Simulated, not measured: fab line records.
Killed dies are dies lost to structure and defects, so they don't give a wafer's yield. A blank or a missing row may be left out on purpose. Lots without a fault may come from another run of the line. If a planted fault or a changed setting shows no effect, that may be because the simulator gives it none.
Which tool was responsible? :: flow n5_finfet :: 10 lots with 30 wafers sampled at 5 steps, on a route of 1938 steps

WHAT EACH GAUGE READ, for each wafer
N5_STI_FIN_REVEAL_CD_MEAS_22: target cd 6.238 nm, pitch 28 nm.
lot: L496
measured: day 2 19:10
on: cd_sem-02
cd_nm (nm): 6.2 6.3 6.0

lot: L497
measured: day 3 02:11
on: cd_sem-01
cd_nm (nm): 7.2 7.2 6.9

lot: L498
measured: day 3 06:40
on: cd_sem-02
cd_nm (nm): 7.4 7.4 7.5

lot: L499
measured: day 3 12:38
on: cd_sem-02
cd_nm (nm): 7.8 7.8 7.7

lot: L507
measured: day 5 17:13
on: cd_sem-01
cd_nm (nm): 5.9 6.8 6.5

lot: L509
measured: day 6 00:45
on: cd_sem-03
cd_nm (nm): 6.5 6.4 6.4

lot: L510
measured: day 6 08:23
on: cd_sem-03
cd_nm (nm): 6.2 5.8 6.5

lot: L511
measured: day 6 13:53
on: cd_sem-02
cd_nm (nm): 6.7 6.3 6.6

lot: L513
measured: day 7 02:28
on: cd_sem-02
cd_nm (nm): 6.5 6.4 6.7

lot: L517
measured: day 8 01:25
on: cd_sem-02
cd_nm (nm): 6.1 6.3 6.1

EACH LOT AND THE TOOL THAT RAN IT (in order: tool; ch and the chambers of the sampled wafers; start)
lot: L496
N5_FIN_CUT_CUT_ETCH_27: rie_diel-06 ch 0,2,3, day 2 09:22
N5_STI_FIN_REVEAL_CMP_04: cmp-03 ch 0,1,3, day 2 15:46
N5_STI_FIN_REVEAL_STRIP_24: rie_diel-05 ch 0,2, day 2 16:17
N5_STI_FIN_REVEAL_OXIDATION_31: plasma_asher-02 ch 1, day 2 18:38

lot: L497
N5_FIN_CUT_CUT_ETCH_27: rie_diel-02 ch 0,2,3, day 2 16:17
N5_STI_FIN_REVEAL_CMP_04: cmp-02 ch 2,3, day 2 22:28
N5_STI_FIN_REVEAL_STRIP_24: rie_diel-04 ch 0,3, day 2 23:00
N5_STI_FIN_REVEAL_OXIDATION_31: plasma_asher-01 ch 0,1, day 3 01:34

lot: L498
N5_FIN_CUT_CUT_ETCH_27: rie_diel-03 ch 0,1, day 2 21:31
N5_STI_FIN_REVEAL_CMP_04: cmp-04 ch 0,1, day 3 03:10
N5_STI_FIN_REVEAL_STRIP_24: rie_diel-01 ch 1,3, day 3 03:47
N5_STI_FIN_REVEAL_OXIDATION_31: plasma_asher-01 ch 0,1, day 3 06:08

lot: L499
N5_FIN_CUT_CUT_ETCH_27: rie_diel-03 ch 1,2, day 3 03:12
N5_STI_FIN_REVEAL_CMP_04: cmp-03 ch 0,1, day 3 09:05
N5_STI_FIN_REVEAL_STRIP_24: rie_diel-04 ch 1,2, day 3 09:46
N5_STI_FIN_REVEAL_OXIDATION_31: plasma_asher-01 ch 0,1, day 3 12:08

lot: L507
N5_FIN_CUT_CUT_ETCH_27: rie_diel-06 ch 0,2,3, day 5 06:01
N5_STI_FIN_REVEAL_CMP_04: cmp-04 ch 0,2, day 5 13:23
N5_STI_FIN_REVEAL_STRIP_24: rie_diel-05 ch 1,3, day 5 14:20
N5_STI_FIN_REVEAL_OXIDATION_31: plasma_asher-01 ch 0,1, day 5 16:42

lot: L509
N5_FIN_CUT_CUT_ETCH_27: rie_diel-03 ch 1,2,3, day 5 15:33
N5_STI_FIN_REVEAL_CMP_04: cmp-04 ch 1,3, day 5 21:07
N5_STI_FIN_REVEAL_STRIP_24: rie_diel-05 ch 2,3, day 5 21:52
N5_STI_FIN_REVEAL_OXIDATION_31: plasma_asher-02 ch 0,1, day 6 00:14

lot: L510
N5_FIN_CUT_CUT_ETCH_27: rie_diel-03 ch 0,1,2, day 5 22:58
N5_STI_FIN_REVEAL_CMP_04: cmp-04 ch 0,1, day 6 04:55
N5_STI_FIN_REVEAL_STRIP_24: rie_diel-04 ch 1,2,3, day 6 05:30
N5_STI_FIN_REVEAL_OXIDATION_31: plasma_asher-01 ch 0,1, day 6 07:52

lot: L511
N5_FIN_CUT_CUT_ETCH_27: rie_diel-03 ch 0,3, day 6 04:05
N5_STI_FIN_REVEAL_CMP_04: cmp-03 ch 0,3, day 6 10:24
N5_STI_FIN_REVEAL_STRIP_24: rie_diel-05 ch 2,3, day 6 11:00
N5_STI_FIN_REVEAL_OXIDATION_31: plasma_asher-01 ch 0,1, day 6 13:22

lot: L513
N5_FIN_CUT_CUT_ETCH_27: rie_diel-06 ch 0,1,2, day 6 17:19
N5_STI_FIN_REVEAL_CMP_04: cmp-02 ch 0,2,3, day 6 22:52
N5_STI_FIN_REVEAL_STRIP_24: rie_diel-04 ch 1,2, day 6 23:33
N5_STI_FIN_REVEAL_OXIDATION_31: plasma_asher-01 ch 0,1, day 7 01:56

lot: L517
N5_FIN_CUT_CUT_ETCH_27: rie_diel-03 ch 2,3, day 7 16:13
N5_STI_FIN_REVEAL_CMP_04: cmp-03 ch 0,1,2, day 7 21:53
N5_STI_FIN_REVEAL_STRIP_24: rie_diel-05 ch 1,2,3, day 7 22:20
N5_STI_FIN_REVEAL_OXIDATION_31: plasma_asher-01 ch 0,1, day 8 00:44
- N5_FIN_CUT_CUT_ETCH_27: etches SiO2 in CHF3/O2, target depth 4 nm, overetch 2 nm, time 4.9 s.
- N5_STI_FIN_REVEAL_CMP_04: polishes, stops on Si3N4, t overpolish 4 s, target thk 131.83 nm.
- N5_STI_FIN_REVEAL_STRIP_24: strips in N2/H2, time 90 s.
- N5_STI_FIN_REVEAL_OXIDATION_31: chemistry O2 PLASMA REMOTE, time 20 s.

WHAT THE TOOLS THEMSELVES READ (means of the sampled wafers that have a number; where no wafer has one, the mark that the record gives instead)
N5_FIN_CUT_CUT_ETCH_27.
lot: L496
tool: rie_diel-06
drypump_motor_current_A (A): 5.88
oes_product_au (a.u.): 0.59
rf_vpp_V (V): 519
showerhead_plenum_p_Torr (Torr): 2.43
throttle_valve_pct (%): 18.86

lot: L497
tool: rie_diel-02
drypump_motor_current_A (A): 5.87
oes_product_au (a.u.): 0.57
rf_vpp_V (V): 510
showerhead_plenum_p_Torr (Torr): 2.40
throttle_valve_pct (%): 18.75

lot: L498
tool: rie_diel-03
drypump_motor_current_A (A): 5.57
oes_product_au (a.u.): 0.60
rf_vpp_V (V): 538
showerhead_plenum_p_Torr (Torr): 2.39
throttle_valve_pct (%): 19.09

lot: L499
tool: rie_diel-03
drypump_motor_current_A (A): 5.66
oes_product_au (a.u.): 0.60
rf_vpp_V (V): 524
showerhead_plenum_p_Torr (Torr): 2.42
throttle_valve_pct (%): 19.04

lot: L507
tool: rie_diel-06
drypump_motor_current_A (A): 5.87
oes_product_au (a.u.): 0.58
rf_vpp_V (V): 520
showerhead_plenum_p_Torr (Torr): 2.42
throttle_valve_pct (%): 18.89

lot: L509
tool: rie_diel-03
drypump_motor_current_A (A): 5.78
oes_product_au (a.u.): 0.60
rf_vpp_V (V): 521
showerhead_plenum_p_Torr (Torr): 2.44
throttle_valve_pct (%): 18.87

lot: L510
tool: rie_diel-03
drypump_motor_current_A (A): 5.73
oes_product_au (a.u.): 0.61
rf_vpp_V (V): 518
showerhead_plenum_p_Torr (Torr): 2.39
throttle_valve_pct (%): 18.98

lot: L511
tool: rie_diel-03
drypump_motor_current_A (A): 5.78
oes_product_au (a.u.): 0.60
rf_vpp_V (V): 529
showerhead_plenum_p_Torr (Torr): 2.37
throttle_valve_pct (%): 18.82

lot: L513
tool: rie_diel-06
drypump_motor_current_A (A): 6.12
oes_product_au (a.u.): 0.62
rf_vpp_V (V): 529
showerhead_plenum_p_Torr (Torr): 2.44
throttle_valve_pct (%): 18.70

lot: L517
tool: rie_diel-03
drypump_motor_current_A (A): 5.98
oes_product_au (a.u.): 0.61
rf_vpp_V (V): 502
showerhead_plenum_p_Torr (Torr): 2.45
throttle_valve_pct (%): 18.73

N5_STI_FIN_REVEAL_CMP_04.
lot: L496
tool: cmp-03
motor_current_A (A): 8.3
overpolish_run_s (s): 3.995
time_to_endpoint_s (s): 107

lot: L497
tool: cmp-02
motor_current_A (A): 8.0
overpolish_run_s (s): 3.987
time_to_endpoint_s (s): 98

lot: L498
tool: cmp-04
motor_current_A (A): 8.2
overpolish_run_s (s): 4.010
time_to_endpoint_s (s): 115

lot: L499
tool: cmp-03
motor_current_A (A): 8.7
overpolish_run_s (s): 4.012
time_to_endpoint_s (s): 113

lot: L507
tool: cmp-04
motor_current_A (A): 8.5
overpolish_run_s (s): 4.003
time_to_endpoint_s (s): 101

lot: L509
tool: cmp-04
motor_current_A (A): 8.2
overpolish_run_s (s): 4.000
time_to_endpoint_s (s): 107

lot: L510
tool: cmp-04
motor_current_A (A): 8.1
overpolish_run_s (s): 4.003
time_to_endpoint_s (s): 113

lot: L511
tool: cmp-03
motor_current_A (A): 8.2
overpolish_run_s (s): 4.007
time_to_endpoint_s (s): 112

lot: L513
tool: cmp-02
motor_current_A (A): 8.0
overpolish_run_s (s): 4.004
time_to_endpoint_s (s): 100

lot: L517
tool: cmp-03
motor_current_A (A): 8.4
overpolish_run_s (s): 3.997
time_to_endpoint_s (s): 107

N5_STI_FIN_REVEAL_STRIP_24.
lot: L496
tool: rie_diel-05
bias_power_w (W): 3.004
drypump_motor_current_A (A): 5.7
oes_product_au (a.u.): 0.75
rf_vpp_V (V): 45.5
showerhead_plenum_p_Torr (Torr): 3.38
throttle_valve_pct (%): 12.06

lot: L497
tool: rie_diel-04
bias_power_w (W): 3.011
drypump_motor_current_A (A): 5.1
oes_product_au (a.u.): 0.73
rf_vpp_V (V): 45.3
showerhead_plenum_p_Torr (Torr): 3.44
throttle_valve_pct (%): 12.42

lot: L498
tool: rie_diel-01
bias_power_w (W): 2.994
drypump_motor_current_A (A): 4.7
oes_product_au (a.u.): 0.74
rf_vpp_V (V): 45.5
showerhead_plenum_p_Torr (Torr): 3.45
throttle_valve_pct (%): 12.23

lot: L499
tool: rie_diel-04
bias_power_w (W): 2.991
drypump_motor_current_A (A): 5.3
oes_product_au (a.u.): 0.71
rf_vpp_V (V): 45.1
showerhead_plenum_p_Torr (Torr): 3.23
throttle_valve_pct (%): 12.28

lot: L507
tool: rie_diel-05
bias_power_w (W): 3.005
drypump_motor_current_A (A): 5.9
oes_product_au (a.u.): 0.76
rf_vpp_V (V): 45.0
showerhead_plenum_p_Torr (Torr): 3.27
throttle_valve_pct (%): 12.27

lot: L509
tool: rie_diel-05
bias_power_w (W): 2.993
drypump_motor_current_A (A): 5.0
oes_product_au (a.u.): 0.79
rf_vpp_V (V): 45.5
showerhead_plenum_p_Torr (Torr): 3.30
throttle_valve_pct (%): 12.06

lot: L510
tool: rie_diel-04
bias_power_w (W): 3.004
drypump_motor_current_A (A): 5.2
oes_product_au (a.u.): 0.70
rf_vpp_V (V): 45.5
showerhead_plenum_p_Torr (Torr): 3.31
throttle_valve_pct (%): 12.32

lot: L511
tool: rie_diel-05
bias_power_w (W): 3.004
drypump_motor_current_A (A): 5.1
oes_product_au (a.u.): 0.83
rf_vpp_V (V): 45.1
showerhead_plenum_p_Torr (Torr): 3.35
throttle_valve_pct (%): 11.87

lot: L513
tool: rie_diel-04
bias_power_w (W): 3.002
drypump_motor_current_A (A): 5.3
oes_product_au (a.u.): 0.69
rf_vpp_V (V): 44.2
showerhead_plenum_p_Torr (Torr): 3.21
throttle_valve_pct (%): 12.37

lot: L517
tool: rie_diel-05
bias_power_w (W): 3.009
drypump_motor_current_A (A): 5.5
oes_product_au (a.u.): 0.77
rf_vpp_V (V): 45.3
showerhead_plenum_p_Torr (Torr): 3.30
throttle_valve_pct (%): 12.12

N5_STI_FIN_REVEAL_OXIDATION_31.
lot: L496
tool: plasma_asher-02
chamber_pressure_mTorr (mTorr): 1000.8
drypump_motor_current_A (A): 5.8
heater_power_w (W): 133

lot: L497
tool: plasma_asher-01
chamber_pressure_mTorr (mTorr): -
drypump_motor_current_A (A): -
heater_power_w (W): -

lot: L498
tool: plasma_asher-01
chamber_pressure_mTorr (mTorr): -
drypump_motor_current_A (A): -
heater_power_w (W): -

lot: L499
tool: plasma_asher-01
chamber_pressure_mTorr (mTorr): -
drypump_motor_current_A (A): -
heater_power_w (W): -

lot: L507
tool: plasma_asher-01
chamber_pressure_mTorr (mTorr): 1000.6
drypump_motor_current_A (A): 5.2
heater_power_w (W): 133

lot: L509
tool: plasma_asher-02
chamber_pressure_mTorr (mTorr): 1000.1
drypump_motor_current_A (A): 5.6
heater_power_w (W): 138

lot: L510
tool: plasma_asher-01
chamber_pressure_mTorr (mTorr): 1000.1
drypump_motor_current_A (A): 5.2
heater_power_w (W): 131

lot: L511
tool: plasma_asher-01
chamber_pressure_mTorr (mTorr): 999.8
drypump_motor_current_A (A): 5.2
heater_power_w (W): 133

lot: L513
tool: plasma_asher-01
chamber_pressure_mTorr (mTorr): 998.7
drypump_motor_current_A (A): 5.5
heater_power_w (W): 130

lot: L517
tool: plasma_asher-01
chamber_pressure_mTorr (mTorr): 999.8
drypump_motor_current_A (A): 5.5
heater_power_w (W): 131

THE ANSWER, worked out from the rows above alone
Rule: the lots themselves supply what counts as usual. Put in order of their means at a reading, lots are off if they are a third of the lots or fewer, leave a main group of 4 or more, and stand apart from it by a gap of 3 or more times the standard deviation of the main group's means; of several such gaps the widest counts. Not used: any main group whose means are identical at the precision the tables above print for the reading. A lot without any number at a reading at which 4 lots or more have one is off too. Any other lot the step has rows for is counted as sound. First the gauges in route order, then the tools' own readings, where a lot's mean is used as printed above. The first step at which some lot is off is used, and at that step the reading that is off furthest; a lot without a number counts as furthest.
Off: L497, L498, L499 (N5_STI_FIN_REVEAL_CD_MEAS_22, cd_nm). The main group has a mean of 6.3 nm with a standard deviation of 0.16.
If a tool, at a process step before that reading, ran all the lots that are off and no sound lot after the first of them, it fits. Not tried: the gauges at N5_STI_FIN_REVEAL_CD_MEAS_22; whatever is off there is also off at N5_STI_FIN_REVEAL_OXIDATION_31, on other tools, and gauge error can't account for it. No candidate that was tried fits.

WHAT THE SIMULATOR HAD INSERTED
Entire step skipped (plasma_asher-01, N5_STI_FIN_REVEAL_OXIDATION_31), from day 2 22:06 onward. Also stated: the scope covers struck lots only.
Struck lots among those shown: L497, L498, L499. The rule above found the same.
